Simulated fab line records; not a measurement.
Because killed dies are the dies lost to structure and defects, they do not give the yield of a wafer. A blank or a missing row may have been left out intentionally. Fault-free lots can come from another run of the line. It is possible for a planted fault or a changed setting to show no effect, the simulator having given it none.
fab line records	flow nand-harc
[record] lots = 13	wafers = 39	last-day = 34
route steps=1302 shown A_CONTACT@1047 THIN_TSV@1250 END@1302
lots with no fault: from the same line, run without faults
start-h: start of the lot's first displayed wafer, in hours after the record's first day	wait-h: hours from the lot's prior step to this one	" identical to the entry in the row above	L1.1+2: several wafers, shown together as one row	- no value, or no start given	* or withheld: withheld	< > ~ a bound
route shown NAME@n: names a module that has steps shown in the file, with the first one's number in the route	usual: the fault-free wafers' mean and standard deviation	same: alike in all rows	chamber/n: place in a boat	sites: readings site by site	_std_site: standard deviation across them	_edge_site: outer sites' mean less inner sites'	radius-mm: how far each site lies from the wafer's centre	mask NAME#n: copy n	behind: the tool/chamber that last shaped the wafer	hold: what put the lot on hold/how long, in hours/how the hold closed	device: the transistor (n, p or np) that didn't switch	end of line: the tests these same wafers got at the end of their route	a step without rows: its recipe alone	killed: count of dies lost to structure and defects at first sort (not the wafer's yield)	map: the dies of a wafer, with x for killed, . for not killed, _ for no die there
set.NAME: the setting as run; set.NAME@STEP: as run at that earlier step	model.NAME: the simulator's own value behind a step, which no gauge read
one table for each step of the route and one row for each wafer, over a sample of lots
services: the hour from which a tool's chamber was out of use, counted from the record's first day as start-h (under 0 if before that day), plus the number of hours and why
[[steps]]
[step NHARC_A_CONTACT_ETCH_124]
[recipe] source-w = withheld	pressure-mtorr = 20	bias-v = withheld	time-s = 140	target-depth-a = 7000	ar-flow-sccm = withheld	c4f8-flow-sccm = withheld	o2-flow-sccm = withheld	chemistry = C4F8/O2/Ar
[same] time-s = 140
lot.wafer	tool	chamber	start-h	wait-h	rf-hours-counter-h
L645.1	har-cap-etch-03	0	520.17	-	45
L645.2	"	1	"	"	45
L645.4	"	1	"	"	-
L646.3	har-cap-etch-01	0	522.81	-	-
L646.5	"	0	"	"	-
L646.6	"	1	"	"	-
L649.1	har-cap-etch-02	0	554.39	-	92
L649.2	"	1	"	"	92
L649.4	"	1	"	"	-
L650.2	har-cap-etch-01	1	557.01	-	8
L650.6	"	1	"	"	-
L650.5	"	0	"	"	-
L651.3	har-cap-etch-03	1	580.62	-	-
L651.4	"	0	"	"	-
L651.5	"	1	"	"	-
L652.1	har-cap-etch-03	0	598.94	-	56
L652.3	"	0	"	"	-
L652.5	"	1	"	"	-
L654.2	har-cap-etch-03	0	604.31	-	58
L654.4	"	0	"	"	-
L654.3	"	1	"	"	-
L656.1	har-cap-etch-03	0	629.03	-	63
L656.2	"	1	"	"	63
L656.4	"	0	"	"	-
L663.1	har-cap-etch-01	1	694.59	-	33
L663.4	"	1	"	"	-
L663.5	"	0	"	"	-
L665.2	har-cap-etch-03	1	708.86	-	77
L665.3	"	1	"	"	-
L665.5	"	0	"	"	-
L667.2	har-cap-etch-01	0	721.94	-	39
L667.4	"	1	"	"	-
L667.5	"	1	"	"	-
L666.1	har-cap-etch-03	0	724.36	-	80
L666.3	"	0	"	"	-
L666.6	"	0	"	"	-
L668.1	har-cap-etch-03	0	749.29	-	83
L668.4	"	1	"	"	-
L668.3	"	0	"	"	-
[step NHARC_THIN_TSV_DEP_43]
[recipe] target-thk-a = 13285	temp-c = withheld	pressure-torr = 6.5	rf-w = 900	teos-flow-sccm = 161.4	flow-sccm = 2650	target-thk-nm = 1328.5	gas = O2	material = SiO2
[usual] throttle-valve-pct = 16.2/0.84
lot.wafer	tool	chamber	start-h	wait-h	throttle-valve-pct
L645.2	pecvd-04	2	562.19	-	15.0
L645.1	"	0	"	"	16.4
L645.4	"	0	"	"	16.5
L646.3	pecvd-02	2	564.52	-	17.8
L646.5	"	2	"	"	17.6
L646.6	"	1	"	"	16.5
L649.2	pecvd-01	1	599.74	-	16.7
L649.1	"	0	"	"	15.0
L649.4	"	0	"	"	15.1
L650.2	pecvd-01	0	601.14	-	15.1
L650.5	"	2	"	"	15.7
L650.6	"	1	"	"	16.7
L651.3	pecvd-01	1	625.07	-	16.5
L651.5	"	1	"	"	16.7
L651.4	"	2	"	"	15.8
L652.3	pecvd-02	0	641.39	-	15.2
L652.1	"	2	"	"	17.4
L652.5	"	0	"	"	15.3
L654.2	pecvd-02	2	648.11	-	17.6
L654.3	"	0	"	"	15.1
L654.4	"	2	"	"	17.2
L656.1	pecvd-01	1	668.92	-	17.0
L656.2	"	0	"	"	15.3
L656.4	"	2	"	"	16.3
L663.1	pecvd-02	1	734.36	-	16.8
L663.5	"	2	"	"	17.7
L663.4	"	0	"	"	15.5
L665.2	pecvd-02	0	754.71	-	15.5
L665.3	"	1	"	"	16.8
L665.5	"	1	"	"	16.5
L667.2	pecvd-02	0	764.09	-	15.5
L667.4	"	2	"	"	18.0
L667.5	"	0	"	"	15.2
L666.3	pecvd-02	2	765.88	-	17.7
L666.1	"	1	"	"	16.6
L666.6	"	1	"	"	16.5
L668.3	pecvd-02	1	788.70	-	15.8
L668.1	"	2	"	"	17.3
L668.4	"	0	"	"	15.5
[step NHARC_THIN_TSV_DESCUM_14]
[recipe] time-s = 3	o2-flow-sccm = 200	ar-flow-sccm = 0	bias-power-w = 0	chemistry = O2
[usual] drypump-motor-current-A = 5.7/0.59	oes-product-au = 1.003/0.011	rf-vpp-V = 57.6/0.85	showerhead-plenum-p-Torr = 1.91/0.068	throttle-valve-pct = 11.312/0.0096
[same] time-s = 3
lot.wafer	tool	chamber	start-h	wait-h	drypump-motor-current-A	oes-product-au	rf-hours-counter-h	rf-vpp-V	showerhead-plenum-p-Torr	throttle-valve-pct
L645.1	rie-diel-12	3	563.20	-	6.5	1.007	5.7	58.1	1.93	11.321
L645.4	"	1	"	"	6.1	1.006	5.7	56.5	1.89	11.316
L645.2	"	2	"	"	6.2	0.995	6.0	59.0	1.84	11.320
L646.3	rie-diel-04	1	565.51	-	5.3	1.001	0.8	57.1	1.86	11.326
L646.6	"	1	"	"	5.3	0.994	-	57.7	1.86	11.316
L646.5	"	2	"	"	6.6	1.002	-	55.6	1.78	11.322
L649.4	rie-diel-12	1	600.62	-	6.1	1.004	7.7	58.3	1.89	11.303
L649.2	"	2	"	"	6.2	0.988	8.3	56.7	1.84	11.306
L649.1	"	3	"	"	6.5	0.990	8.3	58.1	1.93	11.312
L650.2	rie-diel-04	0	602.11	-	5.5	1.007	1.5	56.9	1.89	11.305
L650.6	"	2	"	"	6.6	0.999	-	57.4	1.78	11.324
L650.5	"	3	"	"	5.1	0.986	-	57.5	1.98	11.313
L651.3	rie-diel-04	3	626.03	-	5.1	0.991	4.2	57.5	1.98	11.313
L651.4	"	1	"	"	5.3	0.992	4.2	56.5	1.86	11.305
L651.5	"	3	"	"	5.1	0.989	-	58.3	1.98	11.310
L652.3	rie-diel-09	3	642.38	-	4.9	1.009	6.6	58.5	1.88	11.319
L652.1	"	0	"	"	5.7	0.996	7.6	57.6	1.89	11.328
L652.5	"	0	"	"	5.7	0.989	-	57.9	1.89	11.316
L654.3	rie-diel-09	1	648.93	-	6.3	0.991	7.6	57.9	2.03	11.307
L654.2	"	2	"	"	5.3	0.991	7.6	56.8	2.00	11.297
L654.4	"	0	"	"	5.7	0.978	9.1	59.0	1.89	11.320
L656.4	rie-diel-04	3	669.91	-	5.1	1.011	5.7	58.7	1.97	11.313
L656.2	"	0	"	"	5.4	1.012	5.6	57.2	1.89	11.301
L656.1	"	1	"	"	5.3	0.994	5.8	57.3	1.85	11.304
L663.4	rie-diel-04	0	735.13	-	5.4	1.010	2.0	56.1	1.89	11.291
L663.1	"	3	"	"	5.1	1.009	1.7	56.6	1.97	11.318
L663.5	"	1	"	"	5.3	0.996	-	56.3	1.85	11.309
L665.3	rie-diel-12	2	755.65	-	6.1	1.007	7.4	57.2	1.83	11.321
L665.2	"	1	"	"	6.1	1.015	6.6	59.6	1.89	11.301
L665.5	"	3	"	"	6.5	1.015	-	57.5	1.93	11.309
L667.2	rie-diel-04	2	764.99	-	6.6	1.001	2.6	58.4	1.78	11.304
L667.4	"	0	"	"	5.4	1.016	3.0	58.3	1.89	11.323
L667.5	"	1	"	"	5.3	1.013	-	57.6	1.85	11.306
L666.3	rie-diel-12	0	766.75	-	5.1	1.007	7.3	57.2	1.97	11.299
L666.1	"	1	"	"	6.1	1.014	7.5	57.1	1.89	11.314
L666.6	"	3	"	"	6.5	1.016	-	57.2	1.93	11.317
L668.4	rie-diel-12	0	789.71	-	5.1	1.013	9.0	58.2	1.97	11.303
L668.3	"	1	"	"	6.2	1.017	9.3	58.3	1.89	11.314
L668.1	"	2	"	"	6.2	1.012	10.4	57.0	1.83	11.325
[step NHARC_THIN_TSV_ETCH_59]
[recipe] target-depth-a = 8800	icp-w = 900	bias-w = 100	Cl2_flow_sccm = 60	bcl3-flow-sccm = 30	time-s = 138.1	chemistry = Cl2/BCl3
[usual] drypump-motor-current-A = 5.7/0.37	mfc-cl2-sccm = 59.99/0.18	oes-product-au = 1.003/0.0099	throttle-valve-pct = 22.264/0.0087
[same] time-s = 138.1
lot.wafer	tool	chamber	start-h	wait-h	drypump-motor-current-A	mfc-cl2-sccm	oes-product-au	rf-hours-counter-h	throttle-valve-pct
L645.1	rie-metal-03	0	569.24	0.1	6.2	59.96	1.000	0.5	22.249
L645.2	"	1	"	"	5.0	60.03	1.007	0.5	22.267
L645.4	"	1	"	"	5.0	59.99	1.013	-	22.247
L646.3	rie-metal-02	1	571.54	0.2	5.7	60.18	1.006	-	22.274
L646.5	"	0	"	"	5.8	59.92	0.999	-	22.254
L646.6	"	1	"	"	5.6	60.09	1.005	-	22.250
L649.1	rie-metal-03	1	606.66	0.1	5.0	59.89	1.000	1.1	22.266
L649.2	"	0	"	"	6.2	59.57	1.005	1.1	22.261
L649.4	"	0	"	"	6.2	60.33	0.998	-	22.254
L650.2	rie-metal-01	1	608.18	0.1	6.0	59.74	0.991	0.3	22.274
L650.6	"	0	"	"	5.7	59.99	1.014	-	22.259
L650.5	"	1	"	"	6.0	59.82	0.994	-	22.268
L651.4	rie-metal-03	0	632.02	0.1	6.2	60.12	0.993	-	22.263
L651.3	"	1	"	"	5.0	59.70	1.001	-	22.267
L651.5	"	1	"	"	5.0	59.97	0.998	-	22.261
L652.1	rie-metal-02	1	648.46	0.1	5.7	59.95	0.983	0.0	22.273
L652.3	"	0	"	"	5.8	59.93	1.018	-	22.272
L652.5	"	0	"	"	5.8	59.96	1.015	-	22.275
L654.2	rie-metal-03	0	655.09	0.1	6.2	59.77	1.000	2.1	22.267
L654.3	"	1	"	"	5.1	59.88	1.011	-	22.270
L654.4	"	0	"	"	6.2	59.83	1.004	-	22.258
L656.1	rie-metal-01	0	675.81	0.1	5.7	60.05	0.999	1.5	22.262
L656.2	"	0	"	"	5.7	60.01	0.998	-	22.264
L656.4	"	0	"	"	5.7	59.85	0.980	-	22.259
L663.1	rie-metal-02	0	741.03	0.1	5.8	60.20	1.019	2.2	22.272
L663.4	"	0	"	"	5.8	59.80	1.013	-	22.266
L663.5	"	1	"	"	5.7	59.98	0.993	-	22.257
L665.2	rie-metal-01	0	761.69	0.2	5.7	59.96	1.005	-	22.282
L665.3	"	0	"	"	5.7	60.05	0.992	-	22.247
L665.5	"	0	"	"	5.7	59.88	1.006	-	22.268
L667.2	rie-metal-02	1	771.15	0.1	5.7	59.94	0.989	2.9	22.269
L667.4	"	1	"	"	5.7	60.05	1.004	-	22.267
L667.5	"	1	"	"	5.7	59.91	1.002	-	22.273
L666.1	rie-metal-01	1	772.83	0.1	5.9	60.15	1.011	0.2	22.245
L666.3	"	0	"	"	5.7	59.58	0.997	-	22.277
L666.6	"	1	"	"	6.0	59.99	1.011	-	22.277
L668.1	rie-metal-03	1	795.76	0.1	5.0	59.87	1.004	1.1	22.264
L668.3	"	1	"	"	5.0	59.80	1.002	-	22.266
L668.4	"	0	"	"	6.2	60.05	1.005	-	22.267
[step NHARC_END_SORT_01]
[recipe] temp-c = 25
[usual] killed-at-array = 64/18	killed-at-other = 0.8/1.1	killed-at-periphery = 3.8/2.7	killed-dies = 68/18	killed-open = 3.3/1.9	killed-short = 2.3/1.8
[same] gross-dies = 677
lot.wafer	tool	chamber	start-h	wait-h	killed-at-array	killed-at-other	killed-at-periphery	killed-dies	killed-open	killed-short
L654.2	prober-01	0	663.41	2.8	159	0	6	165	4	3
L654.3	prober-01	0	664.21	3.1	134	0	4	138	2	2
L654.4	prober-01	0	665.02	3.4	160	1	6	167	7	0
L656.1	prober-02	0	686.18	2.5	123	1	3	127	4	6
L656.2	prober-02	0	686.98	2.8	109	1	6	116	4	2
L656.4	prober-02	0	688.58	3.4	127	0	3	130	3	3
// killed by level:class
L654.2 A_CONTACT:unspecified=78 A_CHANNEL_HOLE_D1:chamber-film-flake=37 A_SLIT:chamber-film-flake=27 A_BLC:chamber-film-flake=4 A_CONTACT:chamber-film-flake=3 A_WL_FILL:geometric-particle:short=2 P_ZERO_WELL:chamber-film-flake=2 A_ZERO_WELL:chamber-film-flake=2
L654.3 A_CONTACT:unspecified=60 A_SLIT:chamber-film-flake=30 A_CHANNEL_HOLE_D1:chamber-film-flake=28 A_CONTACT:chamber-film-flake=4 P_ZERO_WELL:chamber-film-flake=3 A_CHANNEL_HOLE_D2:chamber-film-flake=3 A_STAIRCASE:chamber-film-flake=2 A_CHANNEL_FILL_D1:geometric-particle:open=1
L654.4 A_CONTACT:unspecified=78 A_SLIT:chamber-film-flake=38 A_CHANNEL_HOLE_D1:chamber-film-flake=25 A_CHANNEL_FILL_D2:chamber-film-flake=3 A_BLC:chamber-film-flake=3 A_CHANNEL_FILL_D1:geometric-particle:open=2 A_ONON_D2:geometric-particle:open=2 P_ZERO_WELL:chamber-film-flake=2
L656.1 A_CONTACT:unspecified=76 A_CHANNEL_HOLE_D1:chamber-film-flake=26 A_WL_FILL:chamber-film-flake=6 A_CHANNEL_FILL_D1:chamber-film-flake=4 A_SLIT:chamber-film-flake=3 A_DECK1_JOINT:geometric-particle:short=2 P_CONTACT:geometric-particle:short=1 P_M0:geometric-particle:short=1
L656.2 A_CONTACT:unspecified=62 A_CHANNEL_HOLE_D1:chamber-film-flake=27 A_SLIT:chamber-film-flake=5 P_STI:chamber-film-flake=5 A_CHANNEL_FILL_D1:chamber-film-flake=5 A_CHANNEL_FILL_D1:geometric-particle:open=2 A_CHANNEL_FILL_D1:geometric-particle:short=2 A_CONTACT:chamber-film-flake=2
L656.4 A_CONTACT:unspecified=80 A_CHANNEL_HOLE_D1:chamber-film-flake=34 A_WL_FILL:chamber-film-flake=3 P_STI:chamber-film-flake=2 P_CONTACT:geometric-particle:open=1 A_CHANNEL_FILL_D1:geometric-particle:short=1 A_CHANNEL_FILL_D1:geometric-particle:open=1 A_ONON_D2:geometric-particle:short=1
[[services]]
tool	chamber	start-h	hours	kind
har-cap-etch-01	-	497.00	17.0	pm
rie-diel-12	0	500.72	12.1	repair
rie-metal-01	1	506.98	5.7	repair
pecvd-02	2	513.72	5.7	repair
rie-metal-03	-	519.00	9.0	pm
rie-metal-02	1	521.60	4.0	repair
rie-diel-04	-	531.90	9.0	pm
rie-metal-01	-	575.00	9.0	pm
pecvd-02	-	589.23	13.0	pm
rie-diel-12	-	622.40	9.0	pm
rie-metal-02	-	631.00	9.0	pm
rie-metal-03	1	642.96	4.0	repair
pecvd-01	-	652.24	1.1	repair
rie-metal-01	1	656.57	35.0	repair
pecvd-01	-	673.14	13.0	pm
rie-diel-04	-	688.02	0.9	repair
rie-metal-03	-	688.71	0.2	repair
rie-metal-03	-	696.00	9.0	pm
rie-diel-12	2	706.26	2.7	repair
rie-diel-04	-	708.90	9.0	pm
rie-metal-01	-	752.00	9.0	pm
pecvd-01	-	764.97	0.3	repair
pecvd-02	-	770.23	13.0	pm
rie-diel-04	-	780.41	4.4	repair
[[key]]
[first-sign] step = NHARC_END_SORT_01	reading = killed-dies	direction = up	sigmas = 4	usual = 68	struck = 140
[effect] step = NHARC_END_SORT_01	reading = killed-at-array	direction = up	sigmas = 3.9	usual = 64	struck = 135
[more-kills-born-at] NHARC_A_CONTACT_ETCH_124@har-cap-etch-03 = 432
met-at NHARC_A_CONTACT_ETCH_124
struck-lots L654,L656
tester-left-out L654,L656
not-acting-at NHARC_THIN_TSV_DEP_43,NHARC_THIN_TSV_DESCUM_14,NHARC_THIN_TSV_ETCH_59
onset-between 598.94 604.31
[fault] kind = chamber-particle-source	tool = har-cap-etch-03	chamber = -	onset-h = 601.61	steps = NHARC_A_CONTACT_ETCH_124	rate-per-visit-cm2 = 0.64237	end-h = 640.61
// tester-left-out: of these lots the tester's yield and bins aren't shown, on N5 and GAA mostly nor the transistor test; their killed dies are dies lost to structure and defects alone, not to doping, threshold or leakage, so they don't give the yield
